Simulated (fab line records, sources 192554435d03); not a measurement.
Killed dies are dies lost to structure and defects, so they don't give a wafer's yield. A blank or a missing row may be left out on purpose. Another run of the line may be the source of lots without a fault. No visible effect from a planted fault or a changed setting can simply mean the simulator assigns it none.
Chamber matching / flow n5_finfet / N5_BEOL_M1_VIA_ETCH_34 on rie_diel-04 has 4 sister chambers
The step etches the open film in C4F6/O2, target depth 67.8 nm, time 64.4 s. 14 wafers are shown with their chamber, then 7 later ones without.

EACH WAFER AND ITS CHAMBER
wafer=L076.2; chamber=0; throttle_valve_pct (%)=31.0; drypump_motor_current_A (A)=5.7; showerhead_plenum_p_Torr (Torr)=2.94
wafer=L076.3; chamber=1; throttle_valve_pct (%)=30.8; drypump_motor_current_A (A)=6.3; showerhead_plenum_p_Torr (Torr)=2.92
wafer=L076.5; chamber=3; throttle_valve_pct (%)=30.9; drypump_motor_current_A (A)=5.9; showerhead_plenum_p_Torr (Torr)=2.93
wafer=L077.1; chamber=3; throttle_valve_pct (%)=30.9; drypump_motor_current_A (A)=5.9; showerhead_plenum_p_Torr (Torr)=2.93
wafer=L077.2; chamber=2; throttle_valve_pct (%)=29.9; drypump_motor_current_A (A)=6.2; showerhead_plenum_p_Torr (Torr)=2.77
wafer=L077.5; chamber=3; throttle_valve_pct (%)=31.0; drypump_motor_current_A (A)=5.9; showerhead_plenum_p_Torr (Torr)=2.93
wafer=L083.1; chamber=1; throttle_valve_pct (%)=30.8; drypump_motor_current_A (A)=6.3; showerhead_plenum_p_Torr (Torr)=2.91
wafer=L083.2; chamber=2; throttle_valve_pct (%)=29.9; drypump_motor_current_A (A)=6.2; showerhead_plenum_p_Torr (Torr)=2.76
wafer=L083.3; chamber=0; throttle_valve_pct (%)=31.0; drypump_motor_current_A (A)=5.6; showerhead_plenum_p_Torr (Torr)=2.93
wafer=L083.4; chamber=0; throttle_valve_pct (%)=31.0; drypump_motor_current_A (A)=5.6; showerhead_plenum_p_Torr (Torr)=2.93
wafer=L083.5; chamber=1; throttle_valve_pct (%)=30.8; drypump_motor_current_A (A)=6.3; showerhead_plenum_p_Torr (Torr)=2.91
wafer=L083.6; chamber=2; throttle_valve_pct (%)=29.9; drypump_motor_current_A (A)=6.2; showerhead_plenum_p_Torr (Torr)=2.76
wafer=L092.1; chamber=1; throttle_valve_pct (%)=30.8; drypump_motor_current_A (A)=6.3; showerhead_plenum_p_Torr (Torr)=2.91
wafer=L092.2; chamber=2; throttle_valve_pct (%)=29.9; drypump_motor_current_A (A)=6.2; showerhead_plenum_p_Torr (Torr)=2.76

SIGNATURES (means of the wafers above)
reading=throttle_valve_pct; chamber 0=31.000; chamber 1=30.800; chamber 2=29.900; chamber 3=30.933; scatter within a chamber=0.0258
reading=drypump_motor_current_A; chamber 0=5.633; chamber 1=6.300; chamber 2=6.200; chamber 3=5.900; scatter within a chamber=0.0258
reading=showerhead_plenum_p_Torr; chamber 0=2.9333; chamber 1=2.9125; chamber 2=2.7625; chamber 3=2.9300; scatter within a chamber=0.00465
Rule: distance of a wafer from a chamber = root of the sum over the readings of ((wafer's reading minus chamber's mean) / reading's scatter) squared. The wafer belongs to the nearest chamber; if the next one is less than 2 further off, it can't be placed. The scatter: take each reading less its chamber's mean, square it, sum over the shown wafers, divide by the number of wafers less the number of chambers, and take the root.

WAFERS MISSING THEIR CHAMBER
wafer=L092.3; throttle_valve_pct (%)=30.7; drypump_motor_current_A (A)=5.6; showerhead_plenum_p_Torr (Torr)=2.93
wafer=L091.1; throttle_valve_pct (%)=30.7; drypump_motor_current_A (A)=5.9; showerhead_plenum_p_Torr (Torr)=2.92
wafer=L091.2; throttle_valve_pct (%)=30.7; drypump_motor_current_A (A)=5.6; showerhead_plenum_p_Torr (Torr)=2.93
wafer=L091.3; throttle_valve_pct (%)=29.9; drypump_motor_current_A (A)=6.2; showerhead_plenum_p_Torr (Torr)=2.76
wafer=L097.1; throttle_valve_pct (%)=30.7; drypump_motor_current_A (A)=5.7; showerhead_plenum_p_Torr (Torr)=2.92
wafer=L097.3; throttle_valve_pct (%)=30.8; drypump_motor_current_A (A)=6.3; showerhead_plenum_p_Torr (Torr)=2.90
wafer=L097.6; throttle_valve_pct (%)=30.8; drypump_motor_current_A (A)=6.3; showerhead_plenum_p_Torr (Torr)=2.90

EACH ONE'S CHAMBER
wafer=L092.3; from the rows above=0; in truth=0
wafer=L091.1; from the rows above=3; in truth=3
wafer=L091.2; from the rows above=0; in truth=0
wafer=L091.3; from the rows above=2; in truth=2
wafer=L097.1; from the rows above=can't be placed: 3 or 0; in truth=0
wafer=L097.3; from the rows above=1; in truth=1
wafer=L097.6; from the rows above=1; in truth=1
Placed correctly: 6 of 7. Unplaceable from these rows: 1, with the true chamber sitting among the candidates in 1. Number placed wrongly: 0.
